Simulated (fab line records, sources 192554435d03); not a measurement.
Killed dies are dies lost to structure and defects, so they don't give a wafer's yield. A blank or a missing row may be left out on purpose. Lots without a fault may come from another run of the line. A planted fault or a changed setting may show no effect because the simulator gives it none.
Which tool did it? | flow n5_finfet | 11 lots, 33 wafers sampled, at 3 steps of a route of 1938

WHAT THE GAUGES READ, wafer by wafer
N5_BEOL_M13_OVL_MEAS_11.
lot  | measured     | on         | V12_OVL (nm)
L414 | day 10 14:07 | overlay-02 | 10 11 17
L416 | day 11 03:10 | overlay-02 | 4 5 0
L417 | day 11 14:49 | overlay-01 | 8 0 11
L420 | day 12 04:28 | overlay-02 | 5 7 6
L421 | day 12 16:32 | overlay-01 | 11 10 15
L429 | day 15 05:41 | overlay-01 | 7 3 8
L428 | day 15 07:59 | overlay-01 | 31 34 37
L430 | day 15 08:10 | overlay-02 | 42 37 37
L431 | day 15 15:04 | overlay-02 | 3 7 4
L434 | day 16 10:16 | overlay-02 | 7 3 20
L437 | day 17 15:49 | overlay-01 | 11 7 11

WHICH TOOL RAN EACH LOT (tool, then ch and the chambers of the sampled wafers, then the start)
lot  | N5_BEOL_M12_DEGAS_41         | N5_BEOL_M13_EXPOSE_07
L414 | pvd_sputter-02, day 10 12:20 | krf_scanner-01 ch 0, day 10 13:55
L416 | pvd_sputter-01, day 11 01:05 | krf_scanner-01 ch 0, day 11 02:58
L417 | pvd_sputter-01, day 11 13:03 | krf_scanner-01 ch 0, day 11 14:37
L420 | pvd_sputter-01, day 12 02:42 | krf_scanner-01 ch 0, day 12 04:16
L421 | pvd_sputter-03, day 12 14:29 | krf_scanner-02 ch 0, day 12 16:20
L429 | pvd_sputter-01, day 15 03:02 | krf_scanner-02 ch 0, day 15 05:29
L428 | pvd_sputter-01, day 15 06:13 | krf_scanner-02 ch 0, day 15 07:47
L430 | pvd_sputter-02, day 15 06:23 | krf_scanner-02 ch 0, day 15 07:58
L431 | pvd_sputter-01, day 15 13:08 | krf_scanner-01 ch 0, day 15 14:52
L434 | pvd_sputter-01, day 16 08:08 | krf_scanner-01 ch 0, day 16 10:04
L437 | pvd_sputter-02, day 17 13:54 | krf_scanner-01 ch 0, day 17 15:37
- N5_BEOL_M12_DEGAS_41: time 60 s.
- N5_BEOL_M13_EXPOSE_07: exposes mask V12.

THE ANSWER, worked out from the rows above alone
Rule: what is usual is taken from the lots themselves. Put in order of their means at a reading, lots are off if they are a third of the lots or fewer, leave a main group of 4 or more, and stand apart from it by a gap of 3 or more times the standard deviation of the main group's means; of several such gaps the widest counts. A main group whose means are all the same, to the digits that the tables above print for the reading, isn't used. A lot without any number at a reading at which 4 lots or more have one is off too. The other lots that the step has rows for count as sound.
Off: L428, L430, at N5_BEOL_M13_OVL_MEAS_11 (V12_OVL). The main group: mean 8 nm, standard deviation 3.2.
A tool fits if, at a process step before that reading, it ran every lot that is off, and no sound lot after the first of them. The gauges at N5_BEOL_M13_OVL_MEAS_11 are tried like those tools. One fits: krf_scanner-02 at N5_BEOL_M13_EXPOSE_07. Its last sound lot is L429 (day 15 05:29), its first lot that is off L428 (day 15 07:47): a fault that began between those two fits.

WHAT THE SIMULATOR HAD PUT IN
Scanner matching overlay: krf_scanner-02, from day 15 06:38 on, at N5_BEOL_M13_EXPOSE_07. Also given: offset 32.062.
Lots struck among those shown: L428, L430. The rule above found the same.
